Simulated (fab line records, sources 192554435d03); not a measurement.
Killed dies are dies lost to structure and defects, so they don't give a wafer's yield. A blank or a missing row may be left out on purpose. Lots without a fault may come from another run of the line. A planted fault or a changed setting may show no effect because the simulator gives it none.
Split-lot experiment | flow n5_finfet | 7 lots, 21 wafers read, on a route of 1938 steps

THE SPLIT
At N5_BEOL_M8_ETCH_61 (etches SiARC in CF4, target depth 45.5 nm, time 75.8 s), the setting bias_w was moved away from the recipe's 36 W on 6 of the 21 wafers read, by -11.5% to +5.1%. The other wafers ran this setting at the recipe's value.

The reading is taken at the split's own step.

THE READING
rf_vpp_V, in V, at N5_BEOL_M8_ETCH_61 (etches SiARC in CF4, target depth 45.5 nm, time 75.8 s). Fault-free wafers of this fab line usually give 183.7 V, standard deviation 1 V.

wafer  | tool, chamber at the split | bias_w as run, W | against the recipe | rf_vpp_V, V | against lot-mates on the recipe
L075.1 | rie_diel-05, 2             | 31.86            | -11.5%             | 170.3       | -12.8
L075.2 | rie_diel-05, 3             | 36               | recipe             | 183.1       | -
L075.5 | rie_diel-05, 0             | 31.86            | -11.5%             | 169.3       | -13.8
L082.1 | rie_diel-04, 0             | 36               | recipe             | 182.1       | -
L082.2 | rie_diel-04, 1             | 36               | recipe             | 185.3       | -
L082.4 | rie_diel-04, 1             | 36               | recipe             | 184.3       | -
L087.3 | rie_diel-04, 2             | 32.33            | -10.2%             | 172.1       | -11.7
L087.5 | rie_diel-04, 2             | 32.33            | -10.2%             | 171.4       | -12.4
L087.6 | rie_diel-04, 1             | 36               | recipe             | 183.8       | -
L090.4 | rie_diel-01, 0             | 36               | recipe             | 183.5       | -
L090.5 | rie_diel-01, 1             | 36               | recipe             | 184.0       | -
L090.6 | rie_diel-01, 0             | 33.46            | -7.1%              | 174.8       | -8.9
L091.3 | rie_diel-05, 3             | 36               | recipe             | 183.3       | -
L091.4 | rie_diel-05, 1             | 36               | recipe             | 182.7       | -
L091.5 | rie_diel-05, 3             | 37.84            | +5.1%              | 189.5       | +6.5
L092.1 | rie_diel-01, 1             | 36               | recipe             | 183.2       | -
L092.4 | rie_diel-01, 0             | 36               | recipe             | 184.2       | -
L092.5 | rie_diel-01, 0             | 36               | recipe             | 183.6       | -
L097.3 | rie_diel-01, 3             | 36               | recipe             | 184.1       | -
L097.4 | rie_diel-01, 0             | 36               | recipe             | 184.4       | -
L097.5 | rie_diel-01, 3             | 36               | recipe             | 183.4       | -

THE FIT
A straight line over all 21 wafers: rf_vpp_V changes by +1.19 V for each +1% of bias_w; r = +0.99; the points scatter about the line by 0.71 V.
The same after taking each lot's own level away (the mean of its wafers on the recipe; 21 wafers): +1.18 V for each +1%; r = +0.99; scatter 0.66 V.
On that fit, the largest move of bias_w shifts the reading by 14 V.
The lots' own levels span 183.00 to 183.97 V, that is 1.0 times the standard deviation above.
So the lot-to-lot level changes the slope little: the two slopes agree.
Check: with one of the wafers moved furthest among these (-11.5%) left out of the fit, the line predicts -13.8 V for it against its lot-mates. It came out at -12.8 V against them.
Tool readings at the split's step, against how far the setting was moved: rf_vpp_V r = +0.99.

OTHER SPLITS ON THESE WAFERS
These wafers also went through other splits before the reading. Each is held against what the fit with the lots' levels taken away leaves over:
other split on the same wafers | wafers away from the commonest value | r with rf_vpp_V (lot level and that fit taken away)
N5_BEOL_M6_ALD_77 ald_cycles   | 6                                    | -0.26
N5_BEOL_M7_ETCH_66 time_s      | 3                                    | -0.16

THE FILE'S OWN FIT
rf_vpp_V changes by +1.19 V for each +1% of bias_w, r = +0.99.
